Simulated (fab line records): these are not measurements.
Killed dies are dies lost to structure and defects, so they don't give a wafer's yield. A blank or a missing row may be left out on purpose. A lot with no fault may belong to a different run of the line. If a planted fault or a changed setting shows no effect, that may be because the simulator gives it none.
A single fault, viewed from 3 desks / flow nand-harc / each desk has only its own numbers; what lay behind them comes last

## THE DEFECT DESK
Per lot, the means of the sampled wafers with a number show what the inspections along the route counted. If a lot's mean is further than 4 standard deviations from the usual mean, the lot is out of limits and carries the mark OUT (the distance appears in the brackets).
Columns: A = raw-defect-count at NHARC_P_ZERO_WELL_INSPECT_43, usual 15; B = raw-defect-count at NHARC_P_STI_INSPECT_11, usual 6
lot=L797; first seen here=day 2 13:37; A=13; B=4
lot=L801; first seen here=day 4 05:28; A=15; B=6
lot=L802; first seen here=day 4 15:53; A=12; B=5
lot=L803; first seen here=day 5 01:35; A=17; B=4
lot=L806; first seen here=day 6 07:37; A=14; B=9
lot=L807; first seen here=day 6 17:25; A=11; B=6
lot=L808; first seen here=day 7 03:37; A=10; B=5
lot=L809; first seen here=day 7 19:19; A=9; B=7
lot=L811; first seen here=day 8 10:16; A=14; B=12
lot=L812; first seen here=day 8 20:53; A=13; B=6
lot=L813; first seen here=day 9 08:30; A=12; B=6
lot=L815; first seen here=day 10 01:34; A=18; B=6
lot=L817; first seen here=day 10 21:51; A=12; B=7
Finding of this desk: none of the 13 lots has anything out of limits.

## FOR THE TOOL OWNER'S DESK: litho-track-03
The tool's own readings at NHARC_P_ZERO_WELL_PEB_22 (peb time 85 s): means of the sampled wafers that have a number, for each lot that ran on this tool. If a lot's mean is further than 4 standard deviations from the usual mean, the lot is out of limits and carries the mark OUT (the distance appears in the brackets).
Columns: A = heater-power-total-W at NHARC_P_ZERO_WELL_PEB_22, usual 163.92 W; B = plate-temp-C at NHARC_P_ZERO_WELL_PEB_22, usual 117.97 C
lot=L801; first seen here=day 4 00:25; A=164.09; B=118.07
lot=L802; first seen here=day 4 10:40; A=163.78; B=118.01
lot=L809; first seen here=day 7 08:52; A=164.20; B=118.13
lot=L811; first seen here=day 8 04:34; A=163.91; B=118.02
lot=L812; first seen here=day 8 14:22; A=180.41 (+59) OUT; B=126.86 (+68) OUT
lot=L813; first seen here=day 9 00:32; A=180.34 (+59) OUT; B=126.81 (+68) OUT
This desk finds L812, L813 out of limits, L812 being first, at day 8 14:22 (heater-power-total-W at NHARC_P_ZERO_WELL_PEB_22). Within limits: L801, L802, L809, L811.

## AT THE METROLOGY DESK
Means of the sampled wafers that have a number, per lot and without regard to the tool the lot ran on: this is what the gauges read. If a lot's mean is further than 4 standard deviations from the usual mean, the lot is out of limits and carries the mark OUT (the distance appears in the brackets).
Columns: A = cd-nm at NHARC_P_ZERO_WELL_CD_MEAS_24, usual 718.1 nm; B = trench-depth-nm at NHARC_P_STI_OCD_MEAS_43, usual 300 nm; C = trench-foot-cd-nm at NHARC_P_STI_OCD_MEAS_43, usual 157.5 nm
lot=L797; first seen here=day 2 08:36; A=717.6; B=299; C=157.4
lot=L801; first seen here=day 4 00:30; A=718.2; B=297; C=158.2
lot=L802; first seen here=day 4 10:46; A=718.9; B=299; C=160.3
lot=L803; first seen here=day 4 20:35; A=718.1; B=302; C=158.4
lot=L806; first seen here=day 6 02:31; A=717.4; B=299; C=155.1
lot=L807; first seen here=day 6 12:26; A=718.9; B=301; C=157.6
lot=L808; first seen here=day 6 22:35; A=719.0; B=307; C=157.2
lot=L809; first seen here=day 7 08:58; A=716.1; B=299; C=157.2
lot=L811; first seen here=day 8 04:39; A=718.1; B=296; C=156.2
lot=L812; first seen here=day 8 14:28; A=727.0 (+5.3) OUT; B=296; C=159.6
lot=L813; first seen here=day 9 00:37; A=727.5 (+5.5) OUT; B=303; C=155.4
lot=L815; first seen here=day 9 20:28; A=719.2; B=304; C=153.0
lot=L817; first seen here=day 10 16:48; A=716.5; B=298; C=159.8
This desk finds L812, L813 out of limits, L812 being first, at day 8 14:28 (cd-nm at NHARC_P_ZERO_WELL_CD_MEAS_24). Within limits: L797, L801, L802, L803, L806, L807, L808, L809, L811, L815, L817.

## ALL TOGETHER
On L812, L813, at day 8 14:22, an alarm was possible from the tool owner's desk.
Metrology desk: alarm possible at day 8 14:28 on L812, L813.
No out-of-limits result turned up at the defect desk.
The defect desk has L812, L813 on record, within its limits.
NHARC_P_ZERO_WELL_PEB_22 was run on litho-track-03 by each of the lots named.

## WHAT THE SIMULATOR PUT IN
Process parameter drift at NHARC_P_ZERO_WELL_PEB_22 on litho-track-03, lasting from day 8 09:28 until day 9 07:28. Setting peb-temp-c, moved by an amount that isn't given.
Shown lots that were struck: L812, L813.
Delay (hours) between the fault's onset and each desk's first out-of-limits reading: 5 at the tool owner's desk, 5 at the metrology desk.
